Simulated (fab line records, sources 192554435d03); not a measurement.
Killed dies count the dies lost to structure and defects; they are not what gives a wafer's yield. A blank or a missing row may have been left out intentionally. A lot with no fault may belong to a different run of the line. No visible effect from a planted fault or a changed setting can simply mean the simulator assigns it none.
fab line records ; flow n5_finfet
[record] lots = 5; wafers = 15; last_day = 19
route steps=1938 shown BEOL_M4@1111 BEOL_M5@1112
lots that met no fault: from a run of the same line without faults
start_h: the number of hours between the record's first day and the start of the first shown wafer of the lot ; wait_h: hours from the lot's prior step to this one ; " identical to the entry in the row above ; L1.1+2: a row that stands for several wafers ; - no value, or no start given ; * or withheld: withheld ; < > ~ a bound
route shown NAME@n: NAME is a module with steps in the file, n the number in the route of the first one ; usual: mean and standard deviation over wafers with no fault ; same: alike in all rows ; chamber/n: place in a boat ; sites: per-site readings ; _std_site: their standard deviation ; _edge_site: the outer-site mean with the inner-site mean subtracted ; radius_mm: for every site, how far away it sits from the centre of the wafer ; mask NAME#n: copy n ; behind: the tool/chamber that last shaped the wafer ; hold: what put the lot on hold/how long, in hours/how the hold closed ; device: transistor that didn't switch, given as n, p or np ; end of line: tests of these same wafers at the route's end ; for a step that has no rows: nothing shown but its recipe ; killed: dies lost to structure and defects at the first sort, not the wafer's yield ; map: a wafer's dies, marking killed ones x, the rest . and places with no die _
set.NAME: the setting as run; set.NAME@STEP: as run at that earlier step ; model.NAME: the simulator's own value behind a step, which no gauge read
lots at some steps of the route; a table a step, a row a wafer
services: a tool's chamber out of use, with start hour (start_h, from the record's first day; less than 0 if before it), hours out, and reason
[[steps]]
[step N5_BEOL_M4_RC_MEAS_101]
[usual] DIBL_N = 36.5/1.9; DIBL_P = 36.7/2.1; IOFF_N = 0.17/0.035; IOFF_P = 0.22/0.042; ION_N = 676/10; ION_P = 462/8.1; SS_N = 71.5/0.72; SS_P = 73.4/0.7; VT_N = 249/3.1; VT_P = -250/3.9
lot.wafer;tool;chamber;start_h;wait_h;DIBL_N[mV/V];DIBL_P[mV/V];IOFF_N[nA/um];IOFF_P[nA/um];ION_N[uA/um];ION_P[uA/um];SS_N[mV/dec];SS_P[mV/dec];VT_N[mV];VT_P[mV]
L629.1;prober-02;0;180.82;0.0;34.3;33.2;0.13;0.19;676;465;71.0;72.3;250;-251
L629.3;prober-02;0;180.82;0.0;38.0;38.7;0.21;0.29;690;471;72.5;73.7;247;-246
L629.5;prober-02;0;180.82;0.0;38.3;39.5;0.21;0.30;694;480;72.7;74.3;246;-247
L636.2;prober-01;0;224.17;0.2;37.0;39.2;0.19;0.21;679;452;71.4;73.8;247;-253
L636.3;prober-01;0;224.17;0.2;34.1;35.6;0.13;0.17;664;449;70.4;73.6;251;-254
L636.6;prober-01;0;224.17;0.2;36.2;38.0;0.17;0.21;684;470;71.1;73.8;251;-254
L642.1;prober-02;0;256.88;0.0;39.3;39.6;0.22;0.24;691;470;72.4;73.7;244;-251
L642.5;prober-02;0;256.88;0.0;37.5;36.2;0.18;0.18;668;454;71.2;73.5;248;-253
L642.6;prober-02;0;256.88;0.0;36.7;36.0;0.16;0.17;681;457;71.9;72.4;251;-257
L645.1;prober-02;0;279.55;0.0;37.2;37.5;0.18;0.28;681;479;71.7;74.4;249;-242
L645.3;prober-02;0;279.55;0.0;36.6;35.9;0.18;0.25;679;466;71.1;73.5;249;-244
L645.4;prober-02;0;279.55;0.0;36.9;37.4;0.19;0.29;694;482;71.2;73.7;246;-239
L651.1;prober-01;0;348.12;0.0;37.1;37.8;0.19;0.25;689;474;72.3;73.7;249;-247
L651.2;prober-01;0;348.12;0.0;33.4;33.7;0.13;0.19;662;459;70.9;72.1;252;-249
L651.6;prober-01;0;348.12;0.0;33.1;33.0;0.13;0.18;661;454;71.0;72.3;251;-253
[step N5_BEOL_M5_ILD_DEP_00]
[recipe] material = SiCOH_lowk; target_thk_a = 1406.4; temp_c = 300; precursor = DEMS/porogen; pressure_torr = 5; rf_w = 500; time_s = 25.9
[usual] heater_power_w = 294/45; showerhead_plenum_p_Torr = 5.741/0.015; throttle_valve_pct = 13.9/0.78
lot.wafer;tool;chamber;start_h;wait_h;heater_power_w;showerhead_plenum_p_Torr;throttle_valve_pct
L629.1;pecvd-04;1;181.79;0.8;354;5.714;14.5
L629.3;pecvd-04;2;181.79;0.8;264;5.736;12.9
L629.5;pecvd-04;2;181.79;0.8;271;5.739;13.3
L636.2;pecvd-01;0;224.98;0.7;314;5.743;13.9
L636.3;pecvd-01;0;224.98;0.7;320;5.763;13.8
L636.6;pecvd-01;0;224.98;0.7;322;5.738;13.9
L642.1;pecvd-03;1;257.84;0.8;265;5.758;13.5
L642.5;pecvd-03;2;257.84;0.8;308;5.743;13.0
L642.6;pecvd-03;1;257.84;0.8;260;5.764;13.4
L645.1;pecvd-01;1;280.52;0.8;303;5.720;15.0
L645.3;pecvd-01;0;280.52;0.8;356;5.760;14.1
L645.4;pecvd-01;1;280.52;0.8;313;5.728;14.7
L651.1;pecvd-03;1;349.09;0.8;284;5.760;13.2
L651.2;pecvd-03;2;349.09;0.8;274;5.753;13.1
L651.6;pecvd-03;1;349.09;0.8;295;5.767;13.2
[step N5_BEOL_M5_CURE_79]
[recipe] temp_c = 385; time_s = 240; ambient = He/Ar; material = SiCOH_lowk
[usual] lamp_power_pct = 52.31/0.056; wafer_temp_C_max = 386.6/0.53
lot.wafer;tool;chamber;start_h;wait_h;lamp_power_pct;wafer_temp_C_max
L629.1;uv_cure-01;0;181.85;0.0;52.35;386.4
L629.3;uv_cure-01;0;181.85;0.0;52.29;386.5
L629.5;uv_cure-01;0;181.85;0.0;52.34;386.8
L636.2;uv_cure-02;2;225.14;0.1;52.38;386.2
L636.3;uv_cure-02;2;225.14;0.1;52.33;386.1
L636.6;uv_cure-02;2;225.14;0.1;52.23;386.2
L642.1;uv_cure-02;2;257.90;0.0;52.30;386.8
L642.5;uv_cure-02;2;257.90;0.0;52.31;386.5
L642.6;uv_cure-02;2;257.90;0.0;52.33;386.0
L645.1;uv_cure-03;1;280.58;0.0;52.35;387.6
L645.3;uv_cure-03;1;280.58;0.0;52.37;386.7
L645.4;uv_cure-03;1;280.58;0.0;52.22;386.7
L651.1;uv_cure-01;0;349.15;0.0;52.30;386.7
L651.2;uv_cure-01;0;349.15;0.0;52.31;386.5
L651.6;uv_cure-01;0;349.15;0.0;52.29;387.0
[step N5_BEOL_M5_THK_MEAS_01]
[recipe] reads = SiCOH_lowk_of_BEOL_M5_ILD_DEP_00
[usual] M5_ILD_THK = 121.6/1.6
lot.wafer;tool;chamber;start_h;wait_h;M5_ILD_THK[nm]
L629.1;film_metro-01;-;182.37;0.4;122.1
L629.3;film_metro-01;-;182.37;0.4;120.9
L629.5;film_metro-01;-;182.37;0.4;123.6
L636.2;film_metro-01;-;225.58;0.4;122.4
L636.3;film_metro-01;-;225.58;0.4;125.7
L636.6;film_metro-01;-;225.58;0.4;124.0
L642.1;film_metro-01;-;258.41;0.4;119.0
L642.5;film_metro-01;-;258.41;0.4;119.8
L642.6;film_metro-01;-;258.41;0.4;122.5
L645.1;film_metro-02;-;281.09;0.4;120.6
L645.3;film_metro-02;-;281.09;0.4;119.9
L645.4;film_metro-02;-;281.09;0.4;121.4
L651.1;film_metro-02;-;349.66;0.4;120.6
L651.2;film_metro-02;-;349.66;0.4;122.8
L651.6;film_metro-02;-;349.66;0.4;122.5
[step N5_BEOL_M5_PECVD_70]
[recipe] material = SiO2; target_thk_a = 160; temp_c = 400; precursor = TEOS/O2; pressure_torr = 5.5; rf_w = 450; teos_flow_sccm = 53.8; gas = O2; flow_sccm = 3000; time_s = 18
[step N5_BEOL_M5_HM_DEP_02]
[recipe] material = TiN; target_thk_a = 200; temp_c = 25; chamber_pressure_pa = 0.49996
[usual] throttle_valve_pct = 29.7/1.2
lot.wafer;tool;chamber;start_h;wait_h;throttle_valve_pct
L629.1;pvd_sputter-02;-;183.58;1.2;29.6
L629.3;pvd_sputter-02;-;183.58;1.2;29.7
L629.5;pvd_sputter-02;-;183.58;1.2;29.1
L636.2;pvd_sputter-03;-;226.57;0.9;31.2
L636.3;pvd_sputter-03;-;226.57;0.9;28.4
L636.6;pvd_sputter-03;-;226.57;0.9;31.2
L642.1;pvd_sputter-03;-;259.09;0.6;31.1
L642.5;pvd_sputter-03;-;259.09;0.6;28.9
L642.6;pvd_sputter-03;-;259.09;0.6;28.4
L645.1;pvd_sputter-03;-;283.41;2.3;29.1
L645.3;pvd_sputter-03;-;283.41;2.3;28.2
L645.4;pvd_sputter-03;-;283.41;2.3;31.1
L651.1;pvd_sputter-01;-;350.18;0.5;29.9
L651.2;pvd_sputter-01;-;350.18;0.5;27.1
L651.6;pvd_sputter-01;-;350.18;0.5;29.9
[step N5_BEOL_M5_COAT_59]
[recipe] resist = SOC; temp_c = 250; time_s = 60; spin_rpm = 1500; resist_thk_nm = 60
[step N5_BEOL_M5_COAT_60]
[recipe] resist = SiARC; temp_c = 220; time_s = 60; spin_rpm = 1500; resist_thk_nm = 12
[step N5_BEOL_M5_COAT_71]
[recipe] resist = underlayer; temp_c = 205; time_s = 60; spin_rpm = 1500; resist_thk_nm = 5
[step N5_BEOL_M5_COAT_05]
[recipe] resist = CAR-EUV; spin_rpm = 1500; resist_thk_nm = 30
[step N5_BEOL_M5_EBR_07]
[recipe] solvent = PGMEA; ebr_width_mm = 1.5
[step N5_BEOL_M5_SOFTBAKE_06]
[recipe] temp_c = 110; time_s = 60; resist = CAR-EUV
[step N5_BEOL_M5_EXPOSE_08]
[recipe] mask_id = M5; na = 0.33; source_shape = annular; sigma_inner = 0.4; sigma_outer = 0.8; polarization = unpolarized; target_cd_nm = 28; dose_mj = 35.75
[usual] stage_msd_nm = 0.782/0.028
lot.wafer;tool;chamber;start_h;wait_h;mask;stage_msd_nm
L629.1;euv_scanner-02;0;183.85;-;M5#0;0.805
L629.3;euv_scanner-02;0;183.85;-;M5#0;0.808
L629.5;euv_scanner-02;0;183.85;-;M5#0;0.807
L636.2;euv_scanner-02;0;226.84;-;M5#0;0.794
L636.3;euv_scanner-02;0;226.84;-;M5#0;0.797
L636.6;euv_scanner-02;0;226.84;-;M5#0;0.794
L642.1;euv_scanner-02;0;259.48;-;M5#0;0.797
L642.5;euv_scanner-02;0;259.48;-;M5#0;0.798
L642.6;euv_scanner-02;0;259.48;-;M5#0;0.793
L645.1;euv_scanner-01;0;283.80;-;M5#0;0.728
L645.3;euv_scanner-01;0;283.80;-;M5#0;0.733
L645.4;euv_scanner-01;0;283.80;-;M5#0;0.730
L651.1;euv_scanner-01;0;350.57;-;M5#0;0.737
L651.2;euv_scanner-01;0;350.57;-;M5#0;0.738
L651.6;euv_scanner-01;0;350.57;-;M5#0;0.741
[step N5_BEOL_M5_PEB_09]
[recipe] peb_temp_c = 100; peb_time_s = 60; resist = CAR-EUV
[step N5_BEOL_M5_DEVELOP_10]
[recipe] develop_time_s = 30; developer = TMAH; resist = CAR-EUV; rinse_liquid = surfactant_rinse; dry = air_spin; dev_temp_c = 23
[step N5_BEOL_M5_CD_MEAS_11]
[recipe] target_cd_nm = 27.74; landing_energy_ev = 500; detector = se_inlens
[usual] cd_nm = 28.02/0.26
lot.wafer;tool;chamber;start_h;wait_h;cd_nm
L629.1;cd_sem-03;0;183.97;-;27.86
L629.3;cd_sem-03;0;183.97;-;27.67
L629.5;cd_sem-03;0;183.97;-;28.12
L636.2;cd_sem-03;0;226.96;-;28.09
L636.3;cd_sem-03;0;226.96;-;28.56
L636.6;cd_sem-03;0;226.96;-;28.05
L642.1;cd_sem-02;0;259.61;-;27.52
L642.5;cd_sem-02;0;259.61;-;27.18
L642.6;cd_sem-02;0;259.61;-;27.71
L645.1;cd_sem-03;0;283.93;-;28.15
L645.3;cd_sem-03;0;283.93;-;28.12
L645.4;cd_sem-03;0;283.93;-;28.12
L651.1;cd_sem-03;0;350.70;-;27.77
L651.2;cd_sem-03;0;350.70;-;28.23
L651.6;cd_sem-03;0;350.70;-;27.79
[step N5_BEOL_M5_OVL_MEAS_12]
[recipe] points_per_wafer = 522
[usual] M5_OVL = -0.1/0.64
lot.wafer;tool;chamber;start_h;wait_h;M5_OVL[nm]
L629.1;overlay-02;0;184.01;0.0;-0.7
L629.3;overlay-02;0;184.01;0.0;-0.6
L629.5;overlay-02;0;184.01;0.0;-0.4
L636.2;overlay-02;0;227.00;0.0;0.1
L636.3;overlay-02;0;227.00;0.0;0.6
L636.6;overlay-02;0;227.00;0.0;0.2
L642.1;overlay-01;0;259.64;0.0;0.0
L642.5;overlay-01;0;259.64;0.0;-0.6
L642.6;overlay-01;0;259.64;0.0;-0.1
L645.1;overlay-02;0;283.96;0.0;1.2
L645.3;overlay-02;0;283.96;0.0;0.2
L645.4;overlay-02;0;283.96;0.0;-0.1
L651.1;overlay-02;0;350.73;0.0;1.0
L651.2;overlay-02;0;350.73;0.0;0.4
L651.6;overlay-02;0;350.73;0.0;0.3
[step N5_BEOL_M5_INSPECT_13]
[recipe] mode = adi; inspect_instrument = brightfield
[usual] raw_defect_count = 417/110
lot.wafer;tool;chamber;start_h;wait_h;raw_defect_count
L629.1;defect_inspect-01;-;184.06;0.1;325
L629.3;defect_inspect-01;-;184.06;0.1;449
L629.5;defect_inspect-01;-;184.06;0.1;367
L636.2;defect_inspect-02;-;227.05;0.0;540
L636.3;defect_inspect-02;-;227.05;0.0;478
L636.6;defect_inspect-02;-;227.05;0.0;587
L642.1;defect_inspect-02;-;259.70;0.1;404
L642.5;defect_inspect-02;-;259.70;0.1;442
L642.6;defect_inspect-02;-;259.70;0.1;490
L645.1;defect_inspect-02;-;284.02;0.1;477
L645.3;defect_inspect-02;-;284.02;0.1;457
L645.4;defect_inspect-02;-;284.02;0.1;351
L651.1;defect_inspect-01;-;350.79;0.1;417
L651.2;defect_inspect-01;-;350.79;0.1;496
L651.6;defect_inspect-01;-;350.79;0.1;340
[step N5_BEOL_M5_DESCUM_16]
[recipe] chemistry = O2; time_s = 7; source_power_w = 50; bias_power_w = 20; pressure_mtorr = 20; rf_frequency_hz = 2.712e+07; temp_c = 40; resist = CAR-EUV; o2_flow_sccm = 225
[usual] drypump_motor_current_A = 5.6/0.53; oes_product_au = 0.81/0.084; rf_vpp_V = 243.5/1.5; showerhead_plenum_p_Torr = 2.12/0.08; throttle_valve_pct = 20.52/0.2
lot.wafer;tool;chamber;start_h;wait_h;drypump_motor_current_A;oes_product_au;rf_hours_counter_h;rf_vpp_V;showerhead_plenum_p_Torr;throttle_valve_pct;model.BEOL_M5.cd_nm
L629.1;rie_diel-05;1;184.39;0.3;5.6;0.84;61;246.0;2.22;20.60;27.8
L629.3;rie_diel-05;3;184.39;0.3;6.1;0.88;35;242.5;2.06;20.22;27.8
L629.5;rie_diel-05;3;184.39;0.3;6.2;0.88;-;242.5;2.06;20.22;27.8
L636.2;rie_diel-04;2;227.84;0.8;5.1;0.70;205;241.9;1.99;20.46;27.8
L636.3;rie_diel-04;1;227.84;0.8;4.9;0.74;170;245.6;2.15;20.68;28.2
L636.6;rie_diel-04;2;227.84;0.8;5.1;0.70;-;242.2;1.99;20.47;27.8
L642.1;rie_diel-04;3;259.73;0.0;4.9;0.74;186;243.5;2.14;20.50;27.6
L642.5;rie_diel-04;1;259.73;0.0;4.9;0.73;-;245.3;2.14;20.71;27.4
L642.6;rie_diel-04;0;259.73;0.0;5.3;0.72;-;243.2;2.09;20.26;27.8
L645.1;rie_diel-05;0;284.09;0.1;5.8;0.82;96;243.2;2.22;20.50;28
L645.3;rie_diel-05;3;284.09;0.1;6.1;0.86;61;242.0;2.05;20.24;28
L645.4;rie_diel-05;1;284.09;0.1;5.6;0.80;85;244.0;2.21;20.64;28
L651.1;rie_diel-05;2;351.21;0.4;5.0;0.86;62;244.3;2.21;20.60;27.8
L651.2;rie_diel-05;3;351.21;0.4;6.1;0.82;79;242.1;2.04;20.28;27.8
L651.6;rie_diel-05;3;351.21;0.4;6.1;0.82;-;242.9;2.04;20.27;27.8
[step N5_BEOL_M5_ETCH_72]
[recipe] chemistry = N2/H2; target = underlayer; target_depth_a = 65; mask_material = CAR-EUV; time_s = 5.2; ion_energy_ev = 200; pressure_mtorr = 30; source_w = 840; bias_w = 150; n2_flow_sccm = 200; h2_flow_sccm = 200; ends = cleared
[usual] drypump_motor_current_A = 5.6/0.53; etch_rf_on_time_s = 5.17/0.11; oes_product_au = 0.69/0.072; rf_vpp_V = 524/3.1; showerhead_plenum_p_Torr = 2.56/0.1; throttle_valve_pct = 17.86/0.24
lot.wafer;tool;chamber;start_h;wait_h;drypump_motor_current_A;etch_rf_on_time_s;oes_product_au;rf_hours_counter_h;rf_vpp_V;showerhead_plenum_p_Torr;throttle_valve_pct
L629.1;rie_diel-05;1;184.42;0.0;5.6;5.07;0.72;61;530;2.68;17.90
L629.3;rie_diel-05;3;184.42;0.0;6.2;5.23;0.73;35;523;2.46;17.45
L629.5;rie_diel-05;3;184.42;0.0;6.2;5.27;0.74;-;520;2.47;17.48
L636.2;rie_diel-04;2;227.87;0.0;5.1;5.13;0.61;205;522;2.40;17.80
L636.3;rie_diel-04;1;227.87;0.0;4.9;5.23;0.62;170;526;2.64;18.24
L636.6;rie_diel-04;2;227.87;0.0;5.1;5.22;0.60;-;520;2.40;17.80
L642.1;rie_diel-04;3;259.77;0.0;4.9;5.31;0.61;186;526;2.62;18.01
L642.5;rie_diel-04;1;259.77;0.0;4.9;5.25;0.63;-;527;2.63;18.30
L642.6;rie_diel-04;0;259.77;0.0;5.3;5.16;0.62;-;523;2.54;17.66
L645.1;rie_diel-05;0;284.13;0.0;5.8;5.24;0.68;96;526;2.68;17.78
L645.3;rie_diel-05;3;284.13;0.0;6.1;5.27;0.70;61;523;2.45;17.52
L645.4;rie_diel-05;1;284.13;0.0;5.6;5.10;0.70;85;529;2.67;17.94
L651.1;rie_diel-05;2;351.25;0.0;5.0;5.08;0.73;62;529;2.68;17.91
L651.2;rie_diel-05;3;351.25;0.0;6.1;5.26;0.68;79;519;2.45;17.56
L651.6;rie_diel-05;3;351.25;0.0;6.1;5.24;0.69;-;522;2.45;17.53
[step N5_BEOL_M5_ETCH_61]
[recipe] chemistry = CF4; target = SiARC; target_depth_a = 156; mask_material = CAR-EUV; time_s = 26; ion_energy_ev = 80; pressure_mtorr = 40; source_w = 545; bias_w = 36; Ar_flow_sccm = 100; cf4_flow_sccm = 100; ends = cleared
[usual] drypump_motor_current_A = 5.6/0.53; etch_rf_on_time_s = 25.9/0.53; mfc_ar_sccm = 100.01/0.3; oes_product_au = 0.69/0.072; rf_vpp_V = 184.4/1.2; showerhead_plenum_p_Torr = 2.16/0.08; throttle_valve_pct = 15.68/0.22
lot.wafer;tool;chamber;start_h;wait_h;drypump_motor_current_A;etch_rf_on_time_s;mfc_ar_sccm;oes_product_au;rf_hours_counter_h;rf_vpp_V;showerhead_plenum_p_Torr;throttle_valve_pct;model.BEOL_M5.cd_nm
L629.1;rie_diel-05;1;184.44;0.0;5.6;25.1;99.64;0.73;61;185.3;2.27;15.81;27.8
L629.3;rie_diel-05;3;184.44;0.0;6.1;25.7;99.64;0.75;35;183.3;2.10;15.29;27.6
L629.5;rie_diel-05;3;184.44;0.0;6.1;26.0;99.82;0.74;-;185.3;2.10;15.28;27.8
L636.2;rie_diel-04;2;227.89;0.0;5.1;26.0;100.15;0.60;205;183.3;2.05;15.75;28
L636.3;rie_diel-04;1;227.89;0.0;4.9;26.7;99.62;0.62;170;183.4;2.23;16.02;28.2
L636.6;rie_diel-04;2;227.89;0.0;5.1;25.9;100.70;0.60;-;182.1;2.05;15.74;28
L642.1;rie_diel-04;3;259.78;0.0;4.9;26.7;100.08;0.62;186;183.8;2.20;15.76;27.6
L642.5;rie_diel-04;1;259.78;0.0;4.9;26.8;99.81;0.61;-;184.2;2.22;16.05;27.2
L642.6;rie_diel-04;0;259.78;0.0;5.3;25.9;99.72;0.62;-;183.5;2.13;15.46;27.6
L645.1;rie_diel-05;0;284.15;0.0;5.8;25.9;99.76;0.69;96;187.0;2.25;15.61;28
L645.3;rie_diel-05;3;284.15;0.0;6.1;26.1;100.15;0.72;61;183.5;2.09;15.35;28
L645.4;rie_diel-05;1;284.15;0.0;5.6;25.5;99.96;0.69;85;184.3;2.26;15.86;28
L651.1;rie_diel-05;2;351.27;0.0;5.0;25.3;99.57;0.74;62;185.2;2.26;15.71;28
L651.2;rie_diel-05;3;351.27;0.0;6.1;26.5;100.37;0.68;79;182.9;2.08;15.37;27.8
L651.6;rie_diel-05;3;351.27;0.0;6.1;26.0;100.03;0.70;-;183.2;2.08;15.38;27.8
[step N5_BEOL_M5_ETCH_62]
[recipe] chemistry = N2/H2; target = SOC; target_depth_a = 750; overetch_a = 150; mask_material = SiARC; temp_c = 40; time_s = 112.5; ion_energy_ev = 200; pressure_mtorr = 30; source_w = 840; bias_w = 150; n2_flow_sccm = 200; h2_flow_sccm = 200
[usual] drypump_motor_current_A = 5.6/0.53; oes_product_au = 0.63/0.062; rf_vpp_V = 524.5/2.8; showerhead_plenum_p_Torr = 2.56/0.1; throttle_valve_pct = 17.82/0.24
lot.wafer;tool;chamber;start_h;wait_h;drypump_motor_current_A;oes_product_au;rf_hours_counter_h;rf_vpp_V;showerhead_plenum_p_Torr;throttle_valve_pct
L629.1;rie_diel-05;1;184.47;0.0;5.6;0.65;61;527.9;2.68;17.85
L629.3;rie_diel-05;3;184.47;0.0;6.1;0.68;35;521.3;2.47;17.41
L629.5;rie_diel-05;3;184.47;0.0;6.1;0.69;-;522.3;2.46;17.43
L636.2;rie_diel-04;2;227.92;0.0;5.1;0.56;205;519.8;2.40;17.76
L636.3;rie_diel-04;1;227.92;0.0;4.9;0.58;170;527.3;2.64;18.23
L636.6;rie_diel-04;2;227.92;0.0;5.1;0.56;-;521.6;2.40;17.76
L642.1;rie_diel-04;3;259.81;0.0;4.9;0.58;186;527.5;2.62;17.97
L642.5;rie_diel-04;1;259.81;0.0;4.9;0.58;-;525.6;2.63;18.25
L642.6;rie_diel-04;0;259.81;0.0;5.3;0.56;-;523.6;2.54;17.64
L645.1;rie_diel-05;0;284.17;0.0;5.8;0.64;96;527.7;2.68;17.73
L645.3;rie_diel-05;3;284.17;0.0;6.2;0.66;61;522.0;2.45;17.48
L645.4;rie_diel-05;1;284.17;0.0;5.6;0.63;85;528.3;2.67;17.90
L651.1;rie_diel-05;2;351.29;0.0;5.0;0.67;62;526.8;2.68;17.89
L651.2;rie_diel-05;3;351.29;0.0;6.1;0.64;79;523.6;2.45;17.51
L651.6;rie_diel-05;3;351.29;0.0;6.1;0.64;-;522.6;2.45;17.52
[[services]]
tool;chamber;start_h;hours;kind
euv_scanner-01;-;166.81;1.0;pm
euv_scanner-01;-;170.05;3.4;repair
uv_cure-01;-;172.52;1.0;pm
euv_scanner-02;-;173.50;1.0;pm
rie_diel-04;-;174.46;15.6;pm
uv_cure-02;-;178.61;42.8;repair
rie_diel-05;2;179.59;5.7;repair
rie_diel-05;1;184.83;6.6;repair
rie_diel-05;-;187.41;14.6;pm
pecvd-03;-;199.47;0.3;repair
rie_diel-04;3;200.90;12.8;repair
rie_diel-04;2;216.19;9.9;repair
euv_scanner-01;-;222.96;1.0;pm
uv_cure-01;-;228.44;7.5;pm
uv_cure-02;-;228.80;7.5;pm
euv_scanner-01;-;245.35;0.8;repair
rie_diel-05;3;251.62;3.5;repair
euv_scanner-02;-;284.83;1.0;pm
euv_scanner-02;-;293.37;0.6;repair
euv_scanner-02;-;308.93;2.1;repair
rie_diel-04;3;309.13;11.7;repair
euv_scanner-02;-;312.83;4.6;pm
rie_diel-04;1;326.22;4.5;repair
euv_scanner-02;-;340.95;1.0;pm
[[key]]
[first_sign] step = N5_BEOL_M5_CD_MEAS_11; reading = cd_nm; direction = down; sigmas = 2.1; usual = 28.02; struck = 27.47
effect none on later readings
[model_effect] step = N5_BEOL_M5_DESCUM_16; value = BEOL_M5.cd_nm; without = 27.93; struck = 27.6
[model_effect] step = N5_BEOL_M5_ETCH_61; value = BEOL_M5.cd_nm; without = 27.8; struck = 27.47
met_at N5_BEOL_M5_EXPOSE_08
struck_wafers L642.1,L642.5,L642.6
onset_between 226.84 259.48
also_fits N5_BEOL_M5_CURE_79:uv_cure-02,N5_BEOL_M5_DESCUM_16:rie_diel-04
[fault] kind = process_parameter_drift; tool = euv_scanner-02; chamber = -; onset_h = 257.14; steps = N5_BEOL_M5_EXPOSE_08; channel = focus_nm; offset = 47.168; spread_by_wafer = 0.3; shape = step; end_h = 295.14
